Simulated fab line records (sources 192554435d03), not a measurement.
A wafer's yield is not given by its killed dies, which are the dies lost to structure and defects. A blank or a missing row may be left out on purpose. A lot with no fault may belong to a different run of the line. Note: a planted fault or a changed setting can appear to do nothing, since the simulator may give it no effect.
Chamber matching / flow n5 finfet / N5_BEOL_M14_DESCUM_33 on rie diel-06: 4 sister chambers
The step chemistry O2, time 7.9 s. 14 wafers are shown with their chamber, then 6 later ones without.

== EACH WAFER AND ITS CHAMBER ==
wafer=L844.2; chamber=3; drypump motor current A (A)=5.8; showerhead plenum p Torr (Torr)=2.08; throttle valve pct (%)=20.66
wafer=L844.6; chamber=0; drypump motor current A (A)=5.8; showerhead plenum p Torr (Torr)=2.11; throttle valve pct (%)=20.43
wafer=L845.1; chamber=2; drypump motor current A (A)=6.3; showerhead plenum p Torr (Torr)=2.05; throttle valve pct (%)=20.49
wafer=L845.3; chamber=1; drypump motor current A (A)=5.8; showerhead plenum p Torr (Torr)=2.10; throttle valve pct (%)=20.06
wafer=L845.4; chamber=3; drypump motor current A (A)=5.8; showerhead plenum p Torr (Torr)=2.08; throttle valve pct (%)=20.64
wafer=L848.1; chamber=0; drypump motor current A (A)=5.8; showerhead plenum p Torr (Torr)=2.11; throttle valve pct (%)=20.45
wafer=L848.2; chamber=1; drypump motor current A (A)=5.8; showerhead plenum p Torr (Torr)=2.09; throttle valve pct (%)=20.06
wafer=L848.5; chamber=2; drypump motor current A (A)=6.3; showerhead plenum p Torr (Torr)=2.05; throttle valve pct (%)=20.50
wafer=L858.1; chamber=3; drypump motor current A (A)=5.8; showerhead plenum p Torr (Torr)=2.07; throttle valve pct (%)=20.70
wafer=L858.4; chamber=1; drypump motor current A (A)=5.7; showerhead plenum p Torr (Torr)=2.09; throttle valve pct (%)=20.09
wafer=L858.6; chamber=2; drypump motor current A (A)=6.3; showerhead plenum p Torr (Torr)=2.05; throttle valve pct (%)=20.18
wafer=L861.1; chamber=0; drypump motor current A (A)=5.8; showerhead plenum p Torr (Torr)=2.10; throttle valve pct (%)=20.52
wafer=L861.2; chamber=3; drypump motor current A (A)=5.8; showerhead plenum p Torr (Torr)=2.07; throttle valve pct (%)=20.37
wafer=L861.5; chamber=2; drypump motor current A (A)=6.3; showerhead plenum p Torr (Torr)=2.04; throttle valve pct (%)=20.21

SIGNATURES (averages over the wafers above)
reading=drypump motor current A; chamber 0=5.800; chamber 1=5.767; chamber 2=6.300; chamber 3=5.800; scatter within a chamber=0.0258
reading=showerhead plenum p Torr; chamber 0=2.1067; chamber 1=2.0933; chamber 2=2.0475; chamber 3=2.0750; scatter within a chamber=0.00555
reading=throttle valve pct; chamber 0=20.4667; chamber 1=20.0700; chamber 2=20.3450; chamber 3=20.5925; scatter within a chamber=0.128
Rule: for each reading, subtract the chamber's mean from the wafer's reading, divide by that reading's scatter and square the result; add these up over the readings and take the root, which gives the wafer's distance from the chamber. The wafer belongs to the nearest chamber; if the next one is less than 2 further off, it can't be placed. The scatter is the square root of a quotient: the sum, over the shown wafers, of each reading's squared deviation from its chamber's mean, divided by wafers minus chambers.

== WAFERS WITH NO CHAMBER GIVEN ==
wafer=L864.1; drypump motor current A (A)=5.7; showerhead plenum p Torr (Torr)=2.08; throttle valve pct (%)=20.14
wafer=L864.3; drypump motor current A (A)=5.8; showerhead plenum p Torr (Torr)=2.09; throttle valve pct (%)=20.51
wafer=L864.6; drypump motor current A (A)=6.3; showerhead plenum p Torr (Torr)=2.04; throttle valve pct (%)=20.20
wafer=L863.1; drypump motor current A (A)=5.8; showerhead plenum p Torr (Torr)=2.07; throttle valve pct (%)=20.36
wafer=L863.3; drypump motor current A (A)=5.7; showerhead plenum p Torr (Torr)=2.08; throttle valve pct (%)=20.13
wafer=L863.4; drypump motor current A (A)=6.3; showerhead plenum p Torr (Torr)=2.04; throttle valve pct (%)=20.23

== EACH ONE'S CHAMBER ==
wafer=L864.1; from the rows above=can't be placed: 1 or 3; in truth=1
wafer=L864.3; from the rows above=can't be placed: 3 or 0 or 1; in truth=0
wafer=L864.6; from the rows above=2; in truth=2
wafer=L863.1; from the rows above=3; in truth=3
wafer=L863.3; from the rows above=can't be placed: 1 or 3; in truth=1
wafer=L863.4; from the rows above=2; in truth=2
Correctly placed: 3 of 6. From these rows, 3 cannot be placed; in 3 the true chamber is one of the candidates. 0 placed wrongly.
